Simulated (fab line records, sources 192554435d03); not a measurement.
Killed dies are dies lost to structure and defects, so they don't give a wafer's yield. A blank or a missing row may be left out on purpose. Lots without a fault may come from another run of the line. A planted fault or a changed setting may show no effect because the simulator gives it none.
fab line records | flow n5_finfet
record lots=3 wafers=9 last_day=17
route steps=1938 shown BEOL_M12@1627 BEOL_M13@1659 BEOL_M15@1830 PASSIVATION@1936
lots that met no fault: from a run of the same line without faults
start_h: hours from the record's first day to the start of the lot's first wafer shown | wait_h: hours since the lot's step before | " the same as in the row above | L1.1+2: a row that stands for several wafers | - no value, or no start given | * or withheld: withheld | < > ~ a bound
route shown NAME@n: a module of which the file shows steps, and the number in the route of the first | usual: mean/standard deviation of fault-free wafers | same: alike in all rows | chamber/n: place in a boat | sites: the reading at each site | _std_site: their standard deviation | _edge_site: outer sites' mean less inner sites' | radius_mm: how far each site lies from the wafer's centre | mask NAME#n: copy n | behind: the tool/chamber that last shaped the wafer | hold: why the lot was held/for how many hours/how that ended | device: the transistor (n, p or np) that didn't switch | end of line: the same wafers' tests at the end of the route | a step without rows: its recipe alone | killed: dies lost to structure and defects at the first sort, not the wafer's yield | map: a wafer's dies, x killed, . not, _ none there
set.NAME: the setting as run; set.NAME@STEP: as run at that earlier step | model.NAME: the simulator's own value behind a step, which no gauge read
lots at some steps of the route; a table a step, a row a wafer
services: from which hour (start_h, from the record's first day; less than 0 if before it) a tool's chamber was out of use, for how many hours, and why
## steps
# step N5_BEOL_M12_SOFTBAKE_23
# recipe temp_c=130 time_s=60
# step N5_BEOL_M12_EXPOSE_25
# recipe mask_id=M12 na=0.93 source_shape=conventional sigma_outer=0.4 polarization=unpolarized dose_mj=21.8
# step N5_BEOL_M12_PEB_26
# recipe peb_temp_c=130 peb_time_s=90
# step N5_BEOL_M12_DEVELOP_27
# recipe develop_time_s=45 rinse_liquid=diw dry=air_spin dev_temp_c=21
# step N5_BEOL_M12_HARDBAKE_32
# recipe temp_c=130 time_s=120
# step N5_BEOL_M12_DESCUM_33
# recipe chemistry=O2 time_s=7.9 source_power_w=50 bias_power_w=20 pressure_mtorr=20 rf_frequency_hz=2.712e+07 temp_c=40 o2_flow_sccm=225
# step N5_BEOL_M12_ETCH_67
# recipe chemistry=CF4 target=SiARC target_depth_a=1430 time_s=238.3 ion_energy_ev=80 pressure_mtorr=40 source_w=545 bias_w=36 Ar_flow_sccm=100 cf4_flow_sccm=100 ends=cleared
# step N5_BEOL_M12_ETCH_68
# recipe chemistry=N2/H2 target=SOC mask_material=SiARC source_w=3000 bias_w=350 temp_c=40 time_s=285 ion_energy_ev=200 pressure_mtorr=30 n2_flow_sccm=200 h2_flow_sccm=200
# step N5_BEOL_M12_STRIP_69
# recipe chemistry=N2/H2 temp_c=40 n2_flow_sccm=200 h2_flow_sccm=200 rf_frequency_hz=6e+07
# step N5_BEOL_M12_TRENCH_ETCH_34
# recipe chemistry=C4F8/O2/Ar target=SiOC target_depth_a=3189.5 mask_material=SOC pressure_mtorr=30 source_w=3000 bias_w=700 Ar_flow_sccm=400 C4F8_flow_sccm=15 O2_flow_sccm=8 he_inner_torr=15 he_outer_torr=30 time_s=125.5 ion_energy_ev=250
# usual drypump_motor_current_A=5.6/0.3 oes_product_au=0.82/0.11 rf_vpp_V=665/3.1 showerhead_plenum_p_Torr=3.40/0.11 throttle_valve_pct=24.12/0.28
# columns lot.wafer tool chamber start_h wait_h drypump_motor_current_A oes_product_au rf_hours_counter_h rf_vpp_V showerhead_plenum_p_Torr throttle_valve_pct model.etch.depth_nm
L580.2 rie_diel-06 0 269.16 0.0 5.8 0.71 209 667 3.52 24.34 319.8
L580.3 " 1 " " 5.4 0.70 237 663 3.38 24.60 315.6
L580.6 " 3 " " 5.2 0.72 - 660 3.25 23.88 325.5
L586.4 rie_diel-02 3 319.42 0.1 5.6 0.69 - 664 3.35 24.71 317.5
L586.5 " 2 " " 5.4 0.92 - 665 3.35 23.81 317.1
L586.6 " 0 " " 5.6 0.97 - 664 3.36 23.87 324.5
L597.1 rie_diel-02 3 374.16 0.0 5.6 0.95 9 663 3.35 24.50 324.2
L597.3 " 2 " " 5.4 0.89 49 663 3.34 23.86 319
L597.4 " 0 " " 5.6 0.88 28 663 3.35 23.90 241.8
# step N5_BEOL_M12_STRIP_70
# recipe chemistry=C4F8/O2/Ar resist=SiARC rf_frequency_hz=6e+07
# step N5_BEOL_M12_OCD_MEAS_35
# usual trench_depth_nm=319/4.9
# columns lot.wafer tool chamber start_h wait_h trench_depth_nm
L580.2 ocd-01 - 269.32 0.0 320
L580.3 " - " " 316
L580.6 " - " " 326
L586.4 ocd-01 - 319.52 0.0 318
L586.5 " - " " 317
L586.6 " - " " 325
L597.1 ocd-02 - 374.31 0.0 324
L597.3 " - " " 318
L597.4 " - " " 242
# step N5_BEOL_M12_STRIP_37
# recipe chemistry=N2/H2 power_w=1000 temp_c=250 h2_frac=0.65 overash_fraction=0.3 pressure_mtorr=withheld n2_flow_sccm=1750 h2_flow_sccm=3250
# step N5_BEOL_M12_ETCH_38
# recipe chemistry=CF4/N2 target=SiCN target_depth_a=687 taper_deg=2 time_s=73.4 ion_energy_ev=150 mask_material=SiO2 pressure_mtorr=40 source_w=430 bias_w=70 Ar_flow_sccm=100 cf4_flow_sccm=60 n2_flow_sccm=60
# step N5_BEOL_M12_PRECLEAN_39
# recipe chemistry=residue_remover time_s=60 temp_c=40
# step N5_BEOL_M12_SRD_40
# recipe time_s=30 temp_c=23 rinse_liquid=diw dry=n2_spin spin_rpm=1500 dry_time_s=30
# step N5_BEOL_M12_DEGAS_41
# recipe ambient=vacuum temp_c=250 time_s=60
# step N5_BEOL_M12_PRE_CLEAN_42
# recipe gas=H2/He time_s=30 temp_c=250
# step N5_BEOL_M12_SPUTTER_43
# recipe material=TaN target_thk_a=150 temp_c=50 bias_v=168.6 power_w=15000 chamber_pressure_pa=0.12 time_s=24.19
# step N5_BEOL_M12_SPUTTER_44
# recipe material=Ta target_thk_a=100 temp_c=50 bias_v=80 power_w=15000 chamber_pressure_pa=0.07 time_s=16.13
# step N5_BEOL_M12_SPUTTER_45
# recipe material=Cu target_thk_a=800 temp_c=-20 bias_v=60 power_w=26000 chamber_pressure_pa=0.13 time_s=13.33
# step N5_BEOL_M12_ECD_47
# recipe material=Cu target_thk_a=7200
# step N5_BEOL_M12_ANNEAL_48
# recipe temp_c=225 time_s=90 ambient=N2
# step N5_BEOL_M12_CMP_49
# recipe stop_on=SiOC t_overpolish_s=20.6 down_force_psi=1 platen_rpm=50 clearing_platen_down_force_psi=1.5 clearing_platen_rpm=50 post_cmp_clean=cu_alkaline target_thk_nm=320 clearing_platen_pad_velocity_m_s=0.99484 pad_velocity_m_s=0.99484
# usual barrier_field_endpoint_s=30.6/0.75 clearing_platen_down_force_psi=1.5003/0.0029 motor_current_A=6.2/0.54 overpolish_run_s=20.601/0.0093 retaining_ring_pressure_frac=1.000/0.0046
# columns lot.wafer tool chamber start_h wait_h barrier_field_endpoint_s clearing_platen_down_force_psi motor_current_A overpolish_run_s retaining_ring_pressure_frac model.Cu_of_BEOL_M12_ECD_47.thk_nm
L580.3 cmp-03 3 274.90 0.2 30.7 1.4943 7.1 20.598 1.003 316.4
L580.2 " 0 " " 29.4 1.4958 5.6 20.612 0.994 320
L580.6 " 0 " " 30.4 1.5005 6.0 20.597 1.000 325.8
L586.4 cmp-02 3 322.79 0.2 30.3 1.5017 5.6 20.598 1.002 315.6
L586.5 " 0 " " 31.0 1.5003 5.8 20.582 0.992 317.2
L586.6 " 1 " " 31.0 1.5009 6.2 20.599 0.998 324.6
L597.1 cmp-03 0 376.21 0.3 30.3 1.4936 5.8 20.609 1.012 325.4
L597.4 " 1 " " 31.2 1.4964 7.2 20.594 1.003 243
L597.3 " 3 " " 30.5 1.4989 7.1 20.589 1.001 320.8
# step N5_BEOL_M12_THK_MEAS_50
# recipe thk_meas_gauge=xrf reads=Cu_of_BEOL_M12_ECD_47
# usual M12_THK=318/5.8
# columns lot.wafer tool chamber start_h wait_h M12_THK[nm]
L580.2 film_metro-01 - 275.20 - 312
L580.3 " - " " 310
L580.6 " - " " 317
L586.4 film_metro-02 - 322.97 - 318
L586.5 " - " " 318
L586.6 " - " " 325
L597.1 film_metro-01 - 376.50 - 317
L597.3 " - " " 312
L597.4 " - " " 236
# step N5_BEOL_M12_PRE_CLEAN_52
# recipe gas=NH3 time_s=15 temp_c=withheld rf_power_w=300
# step N5_BEOL_M12_DEP_53
# recipe material=SiCN target_thk_a=300 temp_c=withheld precursor=3MS/NH3 pressure_torr=3 rf_w=675 time_s=10.5
# step N5_BEOL_M12_RS_MEAS_54
# recipe thk_meas_gauge=four-point-probe reads=Cu_of_BEOL_M12_ECD_47+Ta_of_BEOL_M12_SPUTTER_44+TaN_of_BEOL_M12_SPUTTER_43
# usual M12_RS=0.0599/0.00097
# columns lot.wafer tool chamber start_h wait_h M12_RS[ohm/sq]
L580.2 film_metro-01 - 275.32 0.0 0.0601
L580.3 " - " " 0.0606
L580.6 " - " " 0.0589
L586.4 film_metro-01 - 323.09 0.0 0.0609
L586.5 " - " " 0.0604
L586.6 " - " " 0.0591
L597.1 film_metro-01 - 376.63 0.0 0.0589
L597.3 " - " " 0.0599
L597.4 " - " " 0.0801
# step N5_BEOL_M13_ILD_DEP_00
# recipe material=SiOC target_thk_a=8379.2 temp_c=350 precursor=DEMS/O2 pressure_torr=5 rf_w=500 time_s=166.4
# step N5_BEOL_M13_COAT_58
# recipe resist=BARC temp_c=205 time_s=60 spin_rpm=1500 resist_thk_nm=89
# step N5_BEOL_M13_COAT_04
# recipe spin_rpm=1625 resist_thk_nm=400
# step N5_BEOL_M13_EBR_06
# recipe solvent=PGMEA ebr_width_mm=1.5
# step N5_BEOL_M13_SOFTBAKE_05
# recipe temp_c=130 time_s=60
# step N5_BEOL_M13_EXPOSE_07
# recipe mask_id=V12 na=0.93 source_shape=conventional sigma_outer=0.6 polarization=unpolarized attpsm_phase_deg=180 dose_mj=24.8
# step N5_BEOL_M13_PEB_08
# recipe peb_temp_c=130 peb_time_s=90
# step N5_BEOL_M13_DEVELOP_09
# recipe develop_time_s=45 rinse_liquid=diw dry=air_spin dev_temp_c=21
# step N5_BEOL_M13_HARDBAKE_14
# recipe temp_c=130 time_s=120
# step N5_BEOL_M15_RC_MEAS_101
# usual COMB_M10=1.45e-11/2.9e-12 COMB_M11=1.48e-11/3e-12 COMB_M13=4.9e-12/9.5e-13 COMB_M14=3.9e-12/8e-13 COMB_M15=2.8e-12/6.1e-13 COMB_M5=3.7e-11/7.1e-12 COMB_M6=2.6e-11/5e-12 COMB_M7=2.7e-11/5.7e-12 COMB_M8=2.5e-11/5e-12 COMB_M9=1.5e-11/3.1e-12 SERP_M10=3.10/0.077 SERP_M11=3.05/0.08 SERP_M12=0.636/0.017 SERP_M12_max_site=0.648/0.018 SERP_M13=0.307/0.0053 SERP_M14=0.160/0.0045 SERP_M5=38.6/1.9 SERP_M6=14.0/0.57 SERP_M7=13.6/0.63 SERP_M8=13.7/0.53 SERP_M8_max_site=14.3/0.58 SERP_M9=3.05/0.1
# columns lot.wafer tool chamber start_h wait_h COMB_M10[S/m] COMB_M11[S/m] COMB_M13[S/m] COMB_M14[S/m] COMB_M15[S/m] COMB_M5[S/m] COMB_M6[S/m] COMB_M7[S/m] COMB_M8[S/m] COMB_M9[S/m] SERP_M10[ohm/um] SERP_M11[ohm/um] SERP_M12[ohm/um] SERP_M12_max_site[ohm/um] SERP_M13[ohm/um] SERP_M14[ohm/um] SERP_M5[ohm/um] SERP_M6[ohm/um] SERP_M7[ohm/um] SERP_M8[ohm/um] SERP_M8_max_site[ohm/um] SERP_M9[ohm/um]
L580.2 prober-02 0 294.54 0.2 1.59e-11 1.32e-11 4e-12 4.4e-12 2.6e-12 3.4e-11 1.7e-11 3.5e-11 2.9e-11 1.3e-11 3.22 3.01 0.643 0.656 0.307 0.156 41.4 13.6 13.8 13.6 13.9 2.87
L580.3 " 0 " " 1.63e-11 1.5e-11 4.7e-12 3.3e-12 3.4e-12 3.2e-11 2.1e-11 2.9e-11 3.5e-11 2.1e-11 3.03 3.18 0.657 0.666 0.304 0.156 40.7 15.5 13.6 14.7 15.3 2.97
L580.6 " 0 " " 9.6e-12 1.3e-11 4.3e-12 3.9e-12 2.7e-12 3.6e-11 2.9e-11 2.8e-11 2.9e-11 1.3e-11 3.22 3.01 0.611 0.632 0.298 0.161 38.9 14.9 12.9 13.7 14.1 2.87
L586.4 prober-02 0 344.26 0.5 1.01e-11 1.74e-11 3.7e-12 6.2e-12 2.8e-12 3.3e-11 2.6e-11 4.3e-11 2.1e-11 1.4e-11 3.30 3.05 0.648 0.659 0.306 0.160 41.1 13.6 13.8 13.9 14.3 3.07
L586.5 " 0 " " 1.62e-11 1.5e-11 3.4e-12 4.3e-12 2.8e-12 2.1e-11 3.8e-11 4.5e-11 2.2e-11 1.3e-11 3.21 2.96 0.637 0.641 0.307 0.157 40.3 13.6 13.3 13.4 14.2 3.05
L586.6 " 0 " " 1.04e-11 1.48e-11 4.8e-12 4.3e-12 3.1e-12 3.1e-11 1.9e-11 2.9e-11 2.8e-11 1.3e-11 3.17 3.04 0.631 0.640 0.315 0.157 37.1 13.7 13.7 13.5 13.9 3.11
L597.1 prober-02 0 397.06 0.0 1.16e-11 1.84e-11 5.3e-12 3.6e-12 2.5e-12 4e-11 2.2e-11 3.1e-11 2.3e-11 1.1e-11 3.11 3.14 0.594 0.602 0.307 0.153 39.7 14.5 13.3 13.8 14.7 3.13
L597.3 " 0 " " 1.85e-11 1.34e-11 3.1e-12 2.6e-12 1.9e-12 4.3e-11 2.7e-11 2e-11 2.6e-11 1.9e-11 3.01 3.07 0.638 0.647 0.302 0.159 42.3 14.1 14.1 13.8 14.3 3.12
L597.4 " 0 " " 1.42e-11 1.56e-11 5.7e-12 2.4e-12 2.4e-12 3.9e-11 2.6e-11 1.9e-11 2.6e-11 1.9e-11 3.05 3.12 0.853 0.870 0.312 0.164 41.0 14.8 12.6 14.3 14.8 2.95
# sites SERP_M12 radius_mm=0,75,75,75,75,140,140,140,140
L580.2 0.642 0.627 0.637 0.656 0.630 0.644 0.643 0.655 0.656
L586.4 0.631 0.642 0.648 0.647 0.659 0.653 0.650 0.640 0.657
L597.1 0.585 0.594 0.602 0.600 0.592 0.589 0.593 0.602 0.602
# step N5_PASSIVATION_PROBE_49
# usual defect_limited_yield=91.4/1.5 killed_at_M0_to_M3=34/12 killed_at_M4_up=12/4.9 killed_at_contacts=13/7.2 killed_at_front_end=39/12 killed_at_other=3.7/2.9 killed_dies=101/18 killed_open=67/14 killed_short=33/7.2 sort_bin_5_function=5.1/0.97 sort_bin_6_memory=3.2/0.67 sort_bin_8_speed=0/0 sort_n_pass=1079/17 sort_yield_pct=91.4/1.5
# same gross_dies=1180 killed_at_back_side=0 sort_bin_4_leakage[%]=0
# columns lot.wafer tool chamber start_h wait_h defect_limited_yield[%] killed_at_M0_to_M3 killed_at_M4_up killed_at_contacts killed_at_front_end killed_at_other killed_dies killed_open killed_short sort_bin_5_function[%] sort_bin_6_memory[%] sort_bin_8_speed[%] sort_n_pass sort_yield_pct[%]
L580.2 prober-02 - 309.91 0.1 93.1 28 8 17 28 0 81 61 20 4.4 2.5 0 1099 93.1
L580.3 prober-02 - 309.96 0.1 93.9 30 11 12 19 0 72 43 29 3.6 2.2 0 1108 93.9
L580.6 prober-02 - 310.11 0.3 93.2 24 14 15 26 1 80 60 20 4.8 1.9 0 1100 93.2
L586.4 prober-02 - 356.76 0.2 91.7 31 12 17 34 4 98 63 33 4.2 3.6 0 1082 91.7
L586.5 prober-02 - 356.81 0.2 93.7 15 16 18 24 1 74 55 18 3.8 2.2 0 1106 93.7
L586.6 prober-02 - 356.86 0.3 92.5 33 14 16 24 2 89 62 26 4.7 2.5 0 1091 92.5
L597.1 prober-01 - 410.95 0.0 92.5 32 1 14 37 4 88 55 32 4.4 3.0 0 1092 92.5
L597.3 prober-01 - 411.05 0.1 91.0 41 7 20 35 3 106 71 32 5.3 3.1 0 1074 91.0
L597.4 prober-01 - 411.10 0.2 91.9 28 8 21 32 6 95 62 32 4.4 3.3 0.08 1085 91.9
# killed by level:class
L580.2 MOL_CONTACT_COAG:geometric_particle:open=12 BEOL_M0_SAQP:geometric_particle:open=8 BEOL_M3:geometric_particle:open=8 DUMMY_GATE:geometric_particle:open=7 STI_FIN_REVEAL:geometric_particle:open=5 MOL_CONTACT_COAG:geometric_particle:short=5 BEOL_M0_SAQP:geometric_particle:short=5 FIN_SAQP:geometric_particle:open=4
L580.3 MOL_CONTACT_COAG:geometric_particle:open=8 BEOL_M0_SAQP:geometric_particle:short=8 BEOL_M2:geometric_particle:open=7 FIN_SAQP:geometric_particle:short=6 BEOL_M0_SAQP:geometric_particle:open=5 MOL_CONTACT_COAG:geometric_particle:short=4 BEOL_M4:geometric_particle:open=4 BEOL_M3:geometric_particle:open=4
L580.6 MOL_CONTACT_COAG:geometric_particle:open=12 BEOL_M1:geometric_particle:open=8 STI_FIN_REVEAL:geometric_particle:open=7 BEOL_M4:geometric_particle:open=6 ILD0:geometric_particle:open=5 ILD0:geometric_particle:short=4 BEOL_M0_SAQP:geometric_particle:open=4 BEOL_M2:geometric_particle:open=4
L586.4 MOL_CONTACT_COAG:geometric_particle:open=17 FIN_SAQP:geometric_particle:open=8 BEOL_M0_SAQP:geometric_particle:open=8 BEOL_M0_SAQP:geometric_particle:short=6 BEOL_M1:geometric_particle:open=6 FIN_SAQP:geometric_particle:short=5 BEOL_M4:geometric_particle:open=4 STI_FIN_REVEAL:geometric_particle:open=4
L586.5 MOL_CONTACT_COAG:geometric_particle:open=13 STI_FIN_REVEAL:geometric_particle:open=11 MOL_CONTACT_COAG:geometric_particle:short=5 BEOL_M4:geometric_particle:open=5 BEOL_M5:geometric_particle:open=5 BEOL_M0_SAQP:geometric_particle:open=4 FIN_SAQP:geometric_particle:open=3 GATE_CUT:geometric_particle:short=3
L586.6 MOL_CONTACT_COAG:geometric_particle:open=14 BEOL_M1:geometric_particle:open=6 BEOL_M0_SAQP:geometric_particle:short=5 BEOL_M3:geometric_particle:open=5 FIN_SAQP:geometric_particle:open=4 STI_FIN_REVEAL:geometric_particle:open=4 DUMMY_GATE:geometric_particle:open=4 BEOL_M0_SAQP:geometric_particle:open=4
L597.1 FIN_SAQP:geometric_particle:open=13 MOL_CONTACT_COAG:geometric_particle:open=11 BEOL_M0_SAQP:geometric_particle:short=8 BEOL_M0_SAQP:geometric_particle:open=8 FIN_SAQP:geometric_particle:short=7 STI_FIN_REVEAL:geometric_particle:open=7 BEOL_M1:geometric_particle:short=5 BEOL_M3:geometric_particle:open=5
L597.3 MOL_CONTACT_COAG:geometric_particle:open=17 STI_FIN_REVEAL:geometric_particle:open=14 BEOL_M1:geometric_particle:open=8 BEOL_M0_SAQP:geometric_particle:short=7 BEOL_M2:geometric_particle:open=7 BEOL_M0_SAQP:geometric_particle:open=6 BEOL_M3:geometric_particle:open=5 STI_FIN_REVEAL:geometric_particle:short=4
L597.4 MOL_CONTACT_COAG:geometric_particle:open=16 BEOL_M3:geometric_particle:open=7 FIN_SAQP:geometric_particle:short=6 STI_FIN_REVEAL:geometric_particle:open=6 FIN_SAQP:geometric_particle:open=5 DUMMY_GATE:geometric_particle:open=5 MOL_CONTACT_COAG:geometric_particle:short=5 BEOL_M1:geometric_particle:open=5
## services
# columns tool chamber start_h hours kind
cmp-03 - 245.88 0.4 repair
rie_diel-06 2 279.68 6.7 repair
rie_diel-02 0 290.62 - clean
rie_diel-02 0 290.62 - consumable_replace:focus_ring
rie_diel-02 0 290.62 26.0 scheduled_down
rie_diel-02 0 290.62 26.0 vent_cycle
cmp-02 - 300.87 5.9 repair
rie_diel-06 1 303.13 - clean
rie_diel-06 1 303.13 - consumable_replace:focus_ring
rie_diel-06 1 303.13 17.1 scheduled_down
rie_diel-06 1 303.13 17.1 vent_cycle
rie_diel-02 1 316.83 - clean
rie_diel-02 1 316.83 - consumable_replace:focus_ring
rie_diel-02 1 316.83 16.5 scheduled_down
rie_diel-02 1 316.83 16.5 vent_cycle
rie_diel-02 3 333.67 - clean
rie_diel-02 3 333.67 - consumable_replace:focus_ring
rie_diel-02 3 333.67 18.8 scheduled_down
rie_diel-02 3 333.67 18.8 vent_cycle
cmp-02 - 353.52 3.4 pm
rie_diel-06 0 368.38 - clean
rie_diel-06 0 368.38 - consumable_replace:focus_ring
rie_diel-06 0 368.38 24.9 scheduled_down
cmp-02 - 373.91 3.8 pm
## key
first_sign step=N5_BEOL_M12_OCD_MEAS_35 reading=trench_depth_nm direction=down sigmas=16 usual=319 struck=242
effect step=N5_BEOL_M12_THK_MEAS_50 reading=M12_THK direction=down sigmas=14 usual=318 struck=236
effect step=N5_BEOL_M12_RS_MEAS_54 reading=M12_RS direction=up sigmas=21 usual=0.0599 struck=0.0801
effect step=N5_BEOL_M15_RC_MEAS_101 reading=SERP_M12 direction=up sigmas=13 usual=0.636 struck=0.853
model_effect step=N5_BEOL_M12_TRENCH_ETCH_34 value=etch.depth_nm without=325 struck=241.8
model_effect step=N5_BEOL_M12_CMP_49 value=Cu_of_BEOL_M12_ECD_47.thk_nm without=326.2 struck=243
met_at N5_BEOL_M12_TRENCH_ETCH_34
struck_wafers L597.4
onset_between 319.42 374.16
fault kind=process_parameter_drift tool=rie_diel-02 chamber=- onset_h=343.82 steps=N5_BEOL_M12_TRENCH_ETCH_34 channel=time_s offset=* shape=step end_h=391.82 scope=struck_wafers_only acts_in=* stated=*
